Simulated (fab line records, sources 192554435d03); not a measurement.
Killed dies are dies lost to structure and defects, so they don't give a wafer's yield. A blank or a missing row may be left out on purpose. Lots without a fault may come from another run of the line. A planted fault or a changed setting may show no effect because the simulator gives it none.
A struck lot beside a sound one | flow n5_finfet | 36 steps out of a route of 1938
Sound: wafers L401.1, L401.3, L401.5. Struck: wafer L419.6. (L419.3 of the same lot was not struck and is left out.) The cause comes at the end.
At each step with rows: each side's tool, then ch and its chambers, then its first start. Under that, the readings that differ: sound wafers | struck wafers | difference of the means | sigmas: that difference in standard deviations of wafers without a fault.
alike: readings whose means differ by less than 2 such deviations, and words and numbers that are the same on both sides. not compared: withheld readings, readings that some wafer has no value for, bounds like >300 that may hide the same value, and numbers for which the record gives no deviation and whose values overlap.
The two part at a step that has a row with sigmas, a row that says differs or no value, or rows on one side only. Numbers that don't overlap but have no deviation are shown without sigmas and don't part them. A reading that every wafer of one side lacks parts them only if that side has two wafers or more.

first, 9 steps without rows for these wafers: N5_BEOL_M4_ANNEAL_95 (time 240 s); N5_BEOL_M4_SPUTTER_96 (material Cu, target thk 4.5 nm, time 8.29 s); N5_BEOL_M4_ECD_50 (material Cu, target thk 300 nm); N5_BEOL_M4_ANNEAL_51 (time 90 s); N5_BEOL_M4_CMP_52 (polishes, stops on SiOC, t overpolish 6.8 s, target thk 40 nm); N5_BEOL_M4_PRE_CLEAN_60 (time 15 s); N5_BEOL_M4_CO_CAP_55 (material Co, precursor CCTBA/H2, target thk 2 nm, time 102.1 s); N5_BEOL_M4_PRE_CLEAN_56 (time 15 s); N5_BEOL_M4_DEP_57 (deposits SiCN from 3MS/NH3, target thk 8 nm, time 14 s).
N5_BEOL_M4_RC_MEAS_101:
  sound on prober-01 ch 0, day 8 12:38; struck on prober-01 ch 0, day 13 11:43
  alike: DIBL_N, DIBL_P, IOFF_N, IOFF_P, ION_N, ION_P, SS_N, SS_P, VT_N, VT_P
then, 24 steps without rows for these wafers: N5_BEOL_M5_ILD_DEP_00 (deposits SiCOH lowk from DEMS/porogen, target thk 140.64 nm, time 25.9 s); N5_BEOL_M5_CURE_79 (cures SiCOH lowk, time 240 s); N5_BEOL_M5_PECVD_70 (deposits SiO2 from TEOS/O2, target thk 16 nm, time 18 s); N5_BEOL_M5_HM_DEP_02 (deposits TiN, target thk 20 nm); N5_BEOL_M5_COAT_59 (time 60 s, resist thk 60 nm); N5_BEOL_M5_COAT_60 (time 60 s, resist thk 12 nm); N5_BEOL_M5_COAT_71 (time 60 s, resist thk 5 nm); N5_BEOL_M5_COAT_05 (resist thk 30 nm); N5_BEOL_M5_EBR_07; N5_BEOL_M5_SOFTBAKE_06 (time 60 s); N5_BEOL_M5_EXPOSE_08 (exposes mask M5, target cd 28 nm); N5_BEOL_M5_PEB_09 (peb time 60 s); N5_BEOL_M5_DEVELOP_10 (develop time 30 s); N5_BEOL_M5_DESCUM_16 (chemistry O2, time 7 s); N5_BEOL_M5_ETCH_72 (etches underlayer in N2/H2, target depth 6.5 nm, time 5.2 s); N5_BEOL_M5_ETCH_61 (etches SiARC in CF4, target depth 15.6 nm, time 26 s); N5_BEOL_M5_ETCH_62 (etches SOC in N2/H2, target depth 75 nm, overetch 15 nm, time 112.5 s); N5_BEOL_M5_STRIP_63 (strips in N2/H2); N5_BEOL_M5_STRIP_73 (strips in N2/H2); N5_BEOL_M5_STRIP_64 (strips in CF4); N5_BEOL_M5_HM_OPEN_17 (chemistry Cl2/BCl3, target TiN, target depth 20 nm, overetch 6 nm); N5_BEOL_M5_STRIP_19 (strips in O2); N5_BEOL_M5_COAT_65 (time 60 s, resist thk 60 nm); N5_BEOL_M5_COAT_66 (time 60 s, resist thk 12 nm).
-- the record jumps here: 4 days lie between the struck wafers' starts before and after (it left off in module BEOL_M5 and takes up again in module PASSIVATION, whose first step shown is number 1915 of the route) --
N5_PASSIVATION_PECVD_53: deposits SiO2 from TEOS/O2, target thk 800 nm, time 169.4 s.
  sound on pecvd-03 ch 0,2, day 12 11:26; struck on pecvd-03 ch 2, day 17 02:12
  reading                                        | sound             | struck | difference | sigmas
  run_length_s (s)                               | 197.5 197.7 197.5 | 350.5  | +152.9     | +99 or more
  model.SiO2_of_PASSIVATION_PECVD_53.thk_nm (nm) | 788.6 787.2 801   | 1547   | +755       |
N5_PASSIVATION_PROBE_49:
  the record has rows for the struck wafers here (prober-02, day 17 06:56) and none for the sound ones

WHERE THEY PART
First at N5_PASSIVATION_PECVD_53; last, within this record, at N5_PASSIVATION_PROBE_49.

WHY: what the simulator had put in
Process parameter drift: pecvd-03, from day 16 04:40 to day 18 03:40, at N5_PASSIVATION_PECVD_53. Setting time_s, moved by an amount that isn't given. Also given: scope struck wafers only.
